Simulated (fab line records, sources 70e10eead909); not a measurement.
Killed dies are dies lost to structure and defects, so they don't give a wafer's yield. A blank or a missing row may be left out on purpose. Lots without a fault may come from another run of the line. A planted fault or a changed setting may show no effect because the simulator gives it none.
fab line records | flow nand_harc | part 1 of 2: steps 1 to 4 of 6
record lots=24 wafers=72 last_day=25
route steps=1159 shown A_SGD_CUT@747 A_SLIT@800 A_WL_FILL@833 A_CONTACT@863
lots that met no fault: from a run of the same line without faults
start_h: hours from the record's first day to the start of the lot's first wafer shown | wait_h: hours since the lot's step before | " the same as in the row above | L1.1+2: a row that stands for several wafers | - no value, or no start given | * or withheld: withheld | < > ~ a bound
route shown NAME@n: a module of which the file shows steps, and the number in the route of the first | usual: mean/standard deviation of fault-free wafers | same: alike in all rows | chamber/n: place in a boat | sites: the reading at each site | _std_site: their standard deviation | _edge_site: outer sites' mean less inner sites' | radius_mm: how far each site lies from the wafer's centre | mask NAME#n: copy n | behind: the tool/chamber that last shaped the wafer | hold: why the lot was held/for how many hours/how that ended | device: the transistor (n, p or np) that didn't switch | end of line: the same wafers' tests at the end of the route | a step without rows: its recipe alone | killed: dies lost to structure and defects at the first sort, not the wafer's yield | map: a wafer's dies, x killed, . not, _ none there
set.NAME: the setting as run; set.NAME@STEP: as run at that earlier step | model.NAME: the simulator's own value behind a step, which no gauge read
steps of the route over a sample of lots; a table a step, a row a wafer
services: from which hour (start_h, from the record's first day; less than 0 if before it) a tool's chamber was out of use, for how many hours, and why
## steps
# step NHARC_A_SGD_CUT_DEP_00
# recipe target_thk_a=500 temp_c=400 target_thk_nm=50 flow_sccm=200 rf_w=450 material=SiNx
# usual heater_power_w=701/77
# columns lot.wafer tool chamber start_h wait_h heater_power_w
L075.3 pecvd-04 0 310.28 0.2 821
L075.5 " 0 " " 812
L075.6 " 1 " " 588
L074.3 pecvd-02 2 310.50 0.1 713
L074.4 " 1 " " 676
L074.6 " 2 " " 731
L077.2 pecvd-01 2 315.36 0.1 832
L077.3 " 0 " " 695
L077.4 " 0 " " 704
L076.1 pecvd-01 1 319.99 0.1 542
L076.2 " 0 " " 635
L076.5 " 1 " " 556
L079.1 pecvd-04 2 320.22 0.1 768
L079.5 " 0 " " 855
L079.6 " 1 " " 721
L078.2 pecvd-04 1 320.39 0.1 621
L078.4 " 0 " " 848
L078.5 " 2 " " 676
L080.2 pecvd-02 0 350.52 0.3 644
L080.3 " 1 " " 737
L080.1 " 2 " " 755
L083.2 pecvd-02 2 361.57 0.1 732
L083.6 " 2 " " 732
L083.4 " 0 " " 632
L081.1 pecvd-04 1 361.63 0.1 672
L081.3 " 0 " " 801
L081.6 " 2 " " 775
L084.1 pecvd-04 1 362.93 0.1 642
L084.5 " 2 " " 795
L084.4 " 1 " " 636
L082.1 pecvd-04 2 363.38 0.4 800
L082.3 " 0 " " 687
L082.6 " 2 " " 808
L087.3 pecvd-01 2 384.65 0.1 713
L087.6 " 2 " " 708
L087.5 " 1 " " 605
L085.1 pecvd-02 0 384.76 0.1 607
L085.2 " 1 " " 728
L085.4 " 0 " " 578
L086.1 pecvd-01 0 385.00 0.2 727
L086.3 " 2 " " 727
L086.5 " 2 " " 720
L089.3 pecvd-02 2 386.05 0.1 761
L089.2 " 0 " " 599
L089.6 " 2 " " 735
L088.3 pecvd-02 0 396.77 0.1 617
L088.1 " 1 " " 712
L088.5 " 1 " " 707
L090.2 pecvd-01 1 402.66 0.1 623
L090.1 " 2 " " 817
L090.6 " 0 " " 677
L091.2 pecvd-04 2 406.85 0.1 676
L091.3 " 0 " " 651
L091.4 " 2 " " 682
L092.5 pecvd-04 1 426.03 0.1 759
L092.6 " 2 " " 761
L092.4 " 0 " " 789
L094.2 pecvd-04 1 435.75 0.1 722
L094.1 " 2 " " 786
L094.3 " 0 " " 781
L093.3 pecvd-02 2 436.06 0.1 687
L093.5 " 1 " " 680
L093.4 " 2 " " 713
L096.3 pecvd-01 2 441.99 0.1 771
L096.2 " 1 " " 558
L096.4 " 0 " " 641
L095.2 pecvd-02 2 442.25 0.2 743
L095.6 " 2 " " 759
L095.4 " 0 " " 611
L097.2 pecvd-04 2 457.92 0.1 807
L097.3 " 0 " " 749
L097.6 " 0 " " 760
# step NHARC_A_SGD_CUT_STRIP_17
# recipe o2_flow_sccm=500 ar_flow_sccm=0 bias_w=0 chemistry=O2
# usual drypump_motor_current_A=5.8/0.41 o2_flow_sccm=500.2/1.6 oes_product_au=1.002/0.013 rf_vpp_V=57.8/0.85 showerhead_plenum_p_Torr=3.50/0.16 throttle_valve_pct=17.036/0.009
# columns lot.wafer tool chamber start_h wait_h drypump_motor_current_A o2_flow_sccm oes_product_au rf_hours_counter_h rf_vpp_V showerhead_plenum_p_Torr throttle_valve_pct
L074.3 rie_diel-04 3 - - 5.8 499.4 0.995 1 57.7 3.33 17.052
L074.4 " 1 " " 5.9 498.3 1.014 1 57.2 3.37 17.046
L074.6 " 2 " " 5.8 502.2 0.994 - 58.2 3.78 17.028
L075.3 rie_diel-09 3 - - 5.8 499.5 0.999 5 57.5 3.36 17.031
L075.6 " 0 " " 5.4 500.1 0.984 - 57.4 3.69 17.045
L075.5 " 1 " " 6.3 499.0 1.003 - 56.3 3.59 17.028
L077.2 rie_diel-04 2 - - 5.8 498.6 1.001 2 58.3 3.78 17.029
L077.3 " 3 " " 5.8 501.2 0.994 2 56.4 3.33 17.029
L077.4 " 1 " " 5.9 499.6 1.022 1 56.9 3.37 17.025
L076.2 rie_diel-06 2 - - 6.5 501.6 1.020 8 56.9 3.32 17.033
L076.1 " 0 " " 5.0 502.9 1.013 8 57.9 3.34 17.017
L076.5 " 2 " " 6.6 500.7 1.020 - 58.3 3.32 17.035
L078.2 rie_diel-09 3 - - 5.8 502.5 0.992 7 55.9 3.36 17.030
L078.4 " 0 " " 5.4 500.9 0.998 8 58.3 3.69 17.028
L078.5 " 0 " " 5.4 499.9 0.986 - 56.9 3.69 17.049
L079.1 rie_diel-04 0 - - 5.9 501.7 1.008 3 57.9 3.47 17.034
L079.6 " 2 " " 5.7 497.8 1.020 - 58.2 3.78 17.040
L079.5 " 3 " " 5.8 498.3 0.994 - 57.5 3.33 17.038
L080.2 rie_diel-06 3 - - 5.2 500.9 0.989 9 56.1 3.67 17.022
L080.3 " 0 " " 5.0 498.3 0.996 11 57.1 3.33 17.019
L080.1 " 1 " " 5.7 503.2 1.000 11 56.7 3.61 17.030
L083.4 rie_diel-06 0 - - 5.0 499.7 0.996 12 58.1 3.33 17.035
L083.2 " 1 " " 5.7 497.5 0.993 12 58.1 3.61 17.025
L083.6 " 2 " " 6.5 500.8 1.010 - 58.0 3.32 17.043
L081.1 rie_diel-04 2 - - 5.8 502.1 0.986 5 58.3 3.77 17.023
L081.3 " 3 " " 5.8 501.0 1.005 5 59.1 3.33 17.028
L081.6 " 2 " " 5.8 501.5 0.986 - 60.0 3.77 17.032
L084.4 rie_diel-09 0 - - 5.4 501.9 0.970 12 58.4 3.69 17.031
L084.1 " 1 " " 6.3 498.9 0.996 10 58.6 3.58 17.033
L084.5 " 0 " " 5.4 503.0 0.973 - 58.1 3.69 17.035
L082.3 rie_diel-06 2 - - 6.5 501.2 1.014 11 58.2 3.32 17.035
L082.1 " 0 " " 5.0 500.8 1.002 12 57.3 3.33 17.027
L082.6 " 2 " " 6.5 499.3 1.029 - 56.8 3.32 17.039
L087.3 rie_diel-06 2 - - 6.5 500.8 1.027 13 56.7 3.32 17.048
L087.6 " 3 " " 5.2 499.8 0.992 - 58.1 3.67 17.029
L087.5 " 0 " " 5.0 497.9 1.001 - 56.5 3.33 17.034
L085.2 rie_diel-09 1 - - 6.3 499.4 0.998 13 58.5 3.58 17.033
L085.1 " 2 " " 5.5 503.2 1.017 13 58.5 3.53 17.039
L085.4 " 3 " " 5.8 498.3 1.011 14 56.9 3.36 17.034
L086.1 rie_diel-04 0 - - 5.9 498.5 0.993 6 57.1 3.46 17.044
L086.3 " 3 " " 5.8 501.2 1.002 7 56.8 3.32 17.043
L086.5 " 0 " " 5.9 499.1 0.998 - 59.7 3.46 17.026
L089.2 rie_diel-06 2 - - 6.5 501.9 1.012 13 58.4 3.32 17.028
L089.3 " 3 " " 5.2 498.6 0.999 12 57.6 3.67 17.042
L089.6 " 1 " " 5.7 500.2 0.988 - 59.3 3.61 17.042
L088.1 rie_diel-04 1 - - 5.9 499.7 1.021 6 58.4 3.37 17.035
L088.3 " 2 " " 5.8 499.9 0.991 7 57.8 3.77 17.023
L088.5 " 0 " " 5.9 502.7 0.980 - 58.3 3.46 17.040
L090.2 rie_diel-04 3 - - 5.8 499.5 1.010 8 58.0 3.32 17.042
L090.1 " 1 " " 5.9 499.2 1.025 7 57.3 3.37 17.043
L090.6 " 0 " " 5.9 498.9 0.994 - 58.0 3.46 17.028
L091.3 rie_diel-04 0 - - 5.9 500.8 1.000 8 58.3 3.46 17.040
L091.4 " 1 " " 5.9 497.9 1.020 8 58.8 3.37 17.030
L091.2 " 2 " " 5.8 500.9 0.998 8 59.0 3.77 17.017
L092.4 rie_diel-04 2 - - 5.8 502.7 0.990 9 58.6 3.77 17.049
L092.5 " 1 " " 5.9 502.4 1.016 - 57.0 3.37 17.037
L092.6 " 2 " " 5.8 500.1 0.995 - 57.4 3.77 17.033
L094.3 rie_diel-06 0 - - 4.9 500.5 0.995 1 57.7 3.33 17.032
L094.2 " 1 " " 5.7 499.8 0.991 1 59.2 3.61 17.026
L094.1 " 3 " " 5.3 500.7 1.007 1 58.2 3.67 17.042
L093.3 rie_diel-04 2 - - 5.7 500.4 0.982 10 56.7 3.77 17.044
L093.4 " 3 " " 5.8 499.8 0.994 11 56.3 3.32 17.036
L093.5 " 0 " " 5.9 500.2 0.994 - 58.1 3.46 17.036
L096.4 rie_diel-04 2 - - 5.7 501.3 0.997 11 58.4 3.77 17.022
L096.2 " 3 " " 5.8 497.3 1.005 12 57.9 3.32 17.040
L096.3 " 1 " " 5.9 498.4 1.023 10 57.2 3.37 17.044
L095.4 rie_diel-06 0 - - 5.0 502.3 0.996 1 56.7 3.33 17.043
L095.2 " 1 " " 5.7 501.0 1.005 1 59.3 3.61 17.042
L095.6 " 3 " " 5.2 501.7 1.001 - 57.6 3.67 17.054
L097.3 rie_diel-06 3 - - 5.2 501.4 1.007 3 58.0 3.67 17.027
L097.2 " 0 " " 5.0 501.7 0.997 3 57.7 3.33 17.033
L097.6 " 2 " " 6.6 501.3 1.019 - 56.7 3.32 17.045
# step NHARC_A_SLIT_STRIP_18
# recipe o2_flow_sccm=500 ar_flow_sccm=0 bias_w=0 chemistry=O2
# usual drypump_motor_current_A=5.7/0.44 o2_flow_sccm=499.8/1.5 oes_product_au=1.001/0.017 rf_vpp_V=57.8/0.84 showerhead_plenum_p_Torr=3.50/0.11 throttle_valve_pct=17.038/0.0082
# columns lot.wafer tool chamber start_h wait_h drypump_motor_current_A o2_flow_sccm oes_product_au rf_hours_counter_h rf_vpp_V showerhead_plenum_p_Torr throttle_valve_pct
L075.3 rie_diel-07 1 - - 5.4 503.3 0.985 6 58.5 3.42 17.042
L075.6 " 3 " " 6.3 498.3 1.001 - 56.2 3.50 17.040
L075.5 " 0 " " 5.6 501.6 1.037 - 58.6 3.55 17.044
L074.4 rie_diel-05 0 - - 5.2 498.1 0.993 13 59.9 3.62 17.035
L074.3 " 1 " " 5.7 499.9 1.000 13 57.2 3.32 17.042
L074.6 " 0 " " 5.2 500.8 0.993 - 57.0 3.62 17.034
L077.2 rie_diel-07 0 - - 5.6 499.9 1.019 5 58.0 3.55 17.044
L077.3 " 1 " " 5.4 499.3 0.993 6 57.6 3.42 17.028
L077.4 " 3 " " 6.3 502.3 1.012 7 58.5 3.50 17.045
L078.2 rie_diel-07 0 - - 5.6 495.7 1.026 6 57.7 3.55 17.036
L078.4 " 1 " " 5.4 500.4 1.000 6 58.4 3.42 17.033
L078.5 " 0 " " 5.6 501.1 1.037 - 57.2 3.55 17.034
L076.2 rie_diel-11 2 - - 5.0 498.2 0.968 10 56.4 3.48 17.044
L076.1 " 3 " " 6.5 498.1 0.991 8 59.0 3.43 17.039
L076.5 " 2 " " 5.0 499.7 0.967 - 58.1 3.48 17.022
L079.1 rie_diel-11 2 - - 5.0 496.9 0.971 10 57.5 3.48 17.047
L079.6 " 2 " " 5.0 497.9 0.970 - 57.5 3.48 17.033
L079.5 " 3 " " 6.5 499.5 1.011 - 57.7 3.43 17.038
L080.1 rie_diel-07 1 - - 5.4 500.1 1.003 10 57.3 3.41 17.025
L080.2 " 3 " " 6.3 500.9 1.007 10 57.2 3.50 17.042
L080.3 " 0 " " 5.6 498.9 1.020 8 58.0 3.55 17.021
L084.4 rie_diel-07 0 - - 5.6 501.1 1.009 9 56.9 3.55 17.042
L084.1 " 1 " " 5.4 501.2 0.999 10 57.0 3.41 17.035
L084.5 " 0 " " 5.6 502.0 1.011 - 57.9 3.54 17.036
L083.2 rie_diel-11 3 - - 6.4 501.1 1.020 1 58.0 3.42 17.037
L083.4 " 1 " " 5.8 498.2 0.999 1 59.2 3.43 17.044
L083.6 " 3 " " 6.4 499.7 1.017 - 57.6 3.42 17.054
L082.3 rie_diel-07 0 - - 5.6 498.6 1.029 9 56.8 3.54 17.033
L082.1 " 1 " " 5.4 497.9 0.996 10 58.2 3.41 17.023
L082.6 " 3 " " 6.3 500.6 1.019 - 56.5 3.49 17.043
L081.1 rie_diel-05 0 - - 5.2 500.8 1.006 3 58.3 3.62 17.038
L081.3 " 1 " " 5.7 499.7 0.991 3 57.6 3.32 17.040
L081.6 " 3 " " 6.1 498.9 0.970 - 57.4 3.36 17.036
L086.1 rie_diel-07 1 - - 5.4 499.8 0.983 13 59.1 3.41 17.048
L086.3 " 2 " " 6.1 501.1 1.012 15 58.1 3.61 17.028
L086.5 " 0 " " 5.6 498.4 1.017 - 57.3 3.54 17.025
L085.2 rie_diel-05 2 - - 5.6 499.1 1.004 4 57.6 3.69 17.044
L085.4 " 0 " " 5.2 500.7 1.000 4 57.0 3.62 17.030
L085.1 " 1 " " 5.7 500.7 0.990 4 57.1 3.32 17.014
L087.3 rie_diel-05 0 - - 5.3 500.6 0.996 4 58.7 3.62 17.041
L087.5 " 3 " " 6.2 501.0 0.970 - 56.8 3.36 17.046
L087.6 " 0 " " 5.2 499.7 0.995 - 59.7 3.62 17.045
L089.2 rie_diel-11 3 - - 6.5 500.5 1.028 2 57.5 3.42 17.039
L089.3 " 1 " " 5.8 498.8 1.006 2 57.3 3.43 17.031
L089.6 " 3 " " 6.4 500.9 1.025 - 58.5 3.42 17.047
L088.3 rie_diel-11 3 - - 6.4 495.7 1.024 2 56.4 3.42 17.048
L088.1 " 0 " " 5.8 500.7 0.992 2 56.8 3.57 17.037
L088.5 " 3 " " 6.4 497.0 1.034 - 57.2 3.42 17.043
L091.4 rie_diel-05 3 - - 6.1 499.9 0.984 5 58.0 3.36 17.035
L091.3 " 0 " " 5.2 498.1 0.999 5 57.3 3.62 17.045
L091.2 " 1 " " 5.7 500.6 0.997 5 57.7 3.32 17.030
L090.2 rie_diel-11 3 - - 6.4 497.1 1.026 3 56.9 3.42 17.037
L090.1 " 0 " " 5.8 503.6 0.985 3 57.5 3.57 17.032
L090.6 " 2 " " 5.0 495.8 0.990 - 58.9 3.48 17.024
L092.4 rie_diel-05 1 - - 5.7 499.3 0.998 7 57.4 3.32 17.040
L092.6 " 3 " " 6.2 500.5 0.981 - 57.7 3.36 17.027
L092.5 " 0 " " 5.2 502.1 0.996 - 60.1 3.62 17.033
L094.1 rie_diel-05 2 - - 5.5 498.0 1.004 7 58.3 3.69 17.042
L094.3 " 0 " " 5.2 497.4 0.995 7 58.5 3.62 17.034
L094.2 " 1 " " 5.7 499.8 0.994 7 59.4 3.32 17.024
L093.4 rie_diel-05 3 - - 6.1 502.0 0.963 7 57.1 3.36 17.042
L093.3 " 0 " " 5.2 502.5 1.008 7 58.3 3.62 17.038
L093.5 " 2 " " 5.5 499.9 0.997 - 59.0 3.69 17.034
L095.2 rie_diel-11 2 - - 5.0 499.7 0.997 7 57.6 3.48 17.032
L095.4 " 0 " " 5.8 500.5 0.986 7 58.3 3.57 17.028
L095.6 " 3 " " 6.5 498.8 1.018 - 57.8 3.42 17.021
L096.4 rie_diel-07 2 - - 6.1 499.2 1.029 2 57.9 3.61 17.023
L096.2 " 3 " " 6.3 499.8 1.008 2 57.3 3.49 17.044
L096.3 " 0 " " 5.6 498.5 1.020 2 57.5 3.54 17.034
L097.2 rie_diel-05 2 - - 5.5 499.3 1.019 8 57.2 3.69 17.038
L097.3 " 1 " " 5.6 500.0 0.998 8 57.7 3.32 17.036
L097.6 " 3 " " 6.2 499.9 0.985 - 56.0 3.36 17.039
# step NHARC_A_WL_FILL_CVD_20
# recipe target_thk_a=750 temp_c=300 pressure_torr=40 wf6_flow_sccm=40 h2_flow_sccm=1600 ar_flow_sccm=1560 time_s=5064 material=W
# usual chamber_pressure_Torr=40.01/0.088 heater_power_w=500/71 throttle_valve_pct=7.67/0.24
# columns lot.wafer tool chamber start_h wait_h chamber_pressure_Torr heater_power_w throttle_valve_pct
L077.2 cvd_w-02 1 - - 40.15 611 7.98
L077.3 " 0 " " 39.92 457 7.71
L077.4 " 1 " " 40.17 619 7.79
L075.3 cvd_w-01 1 - - 40.08 408 7.79
L075.5 " 0 " " 40.07 506 7.61
L075.6 " 1 " " 39.92 411 7.88
L074.3 cvd_w-02 0 - - 39.86 461 7.94
L074.4 " 1 " " 39.97 604 7.30
L074.6 " 1 " " 39.94 612 7.59
L079.1 cvd_w-01 0 - - 40.16 506 7.41
L079.6 " 1 " " 39.96 407 7.75
L079.5 " 0 " " 40.05 507 7.47
L076.1 cvd_w-02 0 - - 40.08 453 7.55
L076.2 " 1 " " 39.96 594 7.40
L076.5 " 0 " " 39.96 465 7.82
L078.2 cvd_w-01 1 - - 40.05 407 7.92
L078.4 " 1 " " 40.06 422 7.99
L078.5 " 0 " " 39.81 502 7.31
L080.1 cvd_w-01 1 - - 39.96 398 7.81
L080.2 " 0 " " 40.02 492 7.69
L080.3 " 1 " " 39.89 416 7.66
L084.1 cvd_w-01 0 - - 40.08 509 7.25
L084.4 " 1 " " 40.02 409 7.97
L084.5 " 1 " " 40.05 419 7.88
L082.1 cvd_w-02 1 - - 40.04 597 7.44
L082.3 " 0 " " 40.12 459 7.70
L082.6 " 0 " " 40.08 458 7.79
L081.1 cvd_w-01 1 - - 40.03 417 7.94
L081.3 " 1 " " 40.12 417 7.74
L081.6 " 0 " " 40.02 496 7.20
L083.2 cvd_w-02 0 - - 39.86 469 7.71
L083.4 " 1 " " 39.99 604 7.48
L083.6 " 1 " " 39.98 590 7.51
L089.2 cvd_w-02 1 - - 40.05 608 7.52
L089.3 " 1 " " 40.11 599 7.69
L089.6 " 1 " " 40.03 592 7.54
L086.1 cvd_w-01 0 - - 39.90 509 7.47
L086.3 " 0 " " 40.03 512 7.48
L086.5 " 1 " " 39.98 423 7.94
L085.2 cvd_w-01 1 - - 40.07 417 8.03
L085.1 " 0 " " 39.98 499 7.31
L085.4 " 0 " " 39.89 506 7.31
L087.3 cvd_w-02 1 - - 40.14 598 7.56
L087.6 " 0 " " 40.00 455 8.00
L087.5 " 1 " " 40.11 589 7.74
L088.1 cvd_w-01 1 - - 40.01 430 7.67
L088.3 " 1 " " 40.01 422 7.95
L088.5 " 0 " " 39.96 513 7.30
L090.1 cvd_w-01 0 - - 40.18 514 7.61
L090.2 " 1 " " 40.01 418 7.84
L090.6 " 0 " " 40.21 502 7.35
L091.2 cvd_w-02 0 - - 39.98 461 7.89
L091.3 " 0 " " 39.98 450 7.59
L091.4 " 1 " " 40.06 594 7.49
L092.4 cvd_w-02 0 - - 39.96 463 7.84
L092.6 " 0 " " 39.99 478 8.01
L092.5 " 1 " " 39.98 597 7.85
L094.1 cvd_w-02 1 - - 39.92 591 7.67
L094.2 " 0 " " 40.07 454 7.92
L094.3 " 0 " " 40.14 460 7.74
L093.3 cvd_w-02 0 - - 40.00 474 7.85
L093.4 " 1 " " 40.00 611 7.57
L093.5 " 0 " " 40.05 465 7.74
L096.2 cvd_w-02 1 - - 40.05 608 7.52
L096.4 " 1 " " 40.13 616 7.73
L096.3 " 0 " " 40.07 463 7.61
L095.2 cvd_w-01 1 - - 40.05 397 7.70
L095.4 " 0 " " 39.93 534 7.10
L095.6 " 1 " " 40.12 398 7.71
L097.2 cvd_w-02 1 - - 39.79 615 7.83
L097.3 " 1 " " 39.97 612 7.77
L097.6 " 0 " " 40.11 466 7.48
